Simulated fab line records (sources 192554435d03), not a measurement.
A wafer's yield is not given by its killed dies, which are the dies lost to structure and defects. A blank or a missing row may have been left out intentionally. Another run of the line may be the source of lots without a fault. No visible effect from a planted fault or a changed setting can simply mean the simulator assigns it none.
Split-lot study | flow n5Finfet | 21 wafers read across 7 lots, on a route 1938 steps long

ABOUT THE SPLIT
At N5_BEOL_M8_TRENCH_ETCH_37 (etches SiCOH lowk in C4F6/O2, target depth 93.478 nm, time 31.2 s), the setting sourceW was moved away from the recipe's 345 W on 5 of the 21 wafers read, by +4.8% to +13.0%. All remaining wafers had this setting at the recipe value.

FROM THE SPLIT TO THE READING: what the file shows between them, 2 steps
- N5_BEOL_M8_ETCH_41: etches SiCN in CH3F/O2, target depth 31.9 nm, time 57.8 s
- N5_BEOL_M8_STRIP_80: strips in N2/H2, time 10 s

THE READING
trenchDepthNm, in nm, at N5_BEOL_M8_OCD_MEAS_38. Typical for fault-free wafers on this fab line: 93.5 nm, with standard deviation 1 nm.

wafer  | tool, chamber at the split | sourceW as run, W | against the recipe | trenchDepthNm, nm | against lot-mates on the recipe
L078.1 | rieDiel-06, 3              | 365.1             | +5.8%              | 95.6              | +3.6
L078.3 | rieDiel-06, 1              | 365.1             | +5.8%              | 94.9              | +2.9
L078.5 | rieDiel-06, 0              | 345               | recipe             | 92.0              | -
L081.1 | rieDiel-06, 0              | 345               | recipe             | 91.8              | -
L081.2 | rieDiel-06, 2              | 361.5             | +4.8%              | 95.5              | +2.8
L081.5 | rieDiel-06, 2              | 345               | recipe             | 93.6              | -
L088.3 | rieDiel-04, 1              | 345               | recipe             | 93.4              | -
L088.5 | rieDiel-04, 2              | 345               | recipe             | 93.7              | -
L088.6 | rieDiel-04, 3              | 345               | recipe             | 94.2              | -
L093.3 | rieDiel-04, 2              | 345               | recipe             | 94.1              | -
L093.5 | rieDiel-04, 0              | 345               | recipe             | 93.9              | -
L093.6 | rieDiel-04, 1              | 389.8             | +13.0%             | 97.6              | +3.6
L094.1 | rieDiel-04, 0              | 345               | recipe             | 92.9              | -
L094.2 | rieDiel-04, 1              | 345               | recipe             | 94.0              | -
L094.6 | rieDiel-04, 0              | 345               | recipe             | 93.2              | -
L096.1 | rieDiel-04, 1              | 345               | recipe             | 93.1              | -
L096.2 | rieDiel-04, 2              | 345               | recipe             | 94.5              | -
L096.6 | rieDiel-04, 3              | 345               | recipe             | 94.7              | -
L097.1 | rieDiel-05, 1              | 387.9             | +12.4%             | 96.7              | +3.8
L097.2 | rieDiel-05, 2              | 345               | recipe             | 92.9              | -
L097.5 | rieDiel-05, 2              | 345               | recipe             | 92.9              | -

THE FIT
A straight line over all 21 wafers: trenchDepthNm changes by +0.301 nm for each +1% of sourceW; r = +0.85; the points scatter about the line by 0.76 nm.
The same after taking each lot's own level away (the mean of its wafers on the recipe; 21 wafers): +0.339 nm for each +1%; r = +0.89; scatter 0.71 nm.
That fit puts the effect of the largest move of sourceW on the reading at 4.4 nm.
The lots' own levels span 92.00 to 94.10 nm, that is 2.1 times the standard deviation above.
In other words, the slope is changed by the lot-to-lot level; the two fits disagree.
Check: +5.17 nm against its lot-mates is what the line predicts for one of the wafers moved furthest among these (+13.0%) when that wafer is left out of the fit. Against them it came out at +3.6 nm.
Tool readings at the split's step, against how far the setting was moved: rfVppV r = -0.87.

THE WHOLE CHAIN: every reading that the file lists as answering this split, in the file's order
step                      | what it does                                                      | reading                                                                 | change (the file's fit)               | r (the file's)
N5_BEOL_M8_TRENCH_ETCH_37 | etches SiCOH lowk in C4F6/O2, target depth 93.478 nm, time 31.2 s | rfVppV                                                                  | -2.83 V for each +1% of the setting   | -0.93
N5_BEOL_M8_TRENCH_ETCH_37 | etches SiCOH lowk in C4F6/O2, target depth 93.478 nm, time 31.2 s | etch.depthNm (the simulator's own value, which no gauge read)           | +0.337 nm for each +1% of the setting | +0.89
N5_BEOL_M8_TRENCH_ETCH_37 | etches SiCOH lowk in C4F6/O2, target depth 93.478 nm, time 31.2 s | BEOL_M8.featureDepthNm (the simulator's own value, which no gauge read) | +0.333 nm for each +1% of the setting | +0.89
N5_BEOL_M8_OCD_MEAS_38    |                                                                   | trenchDepthNm                                                           | +0.331 nm for each +1% of the setting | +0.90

FILE'S OWN FIT
trenchDepthNm changes by +0.331 nm for each +1% of sourceW, r = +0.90.
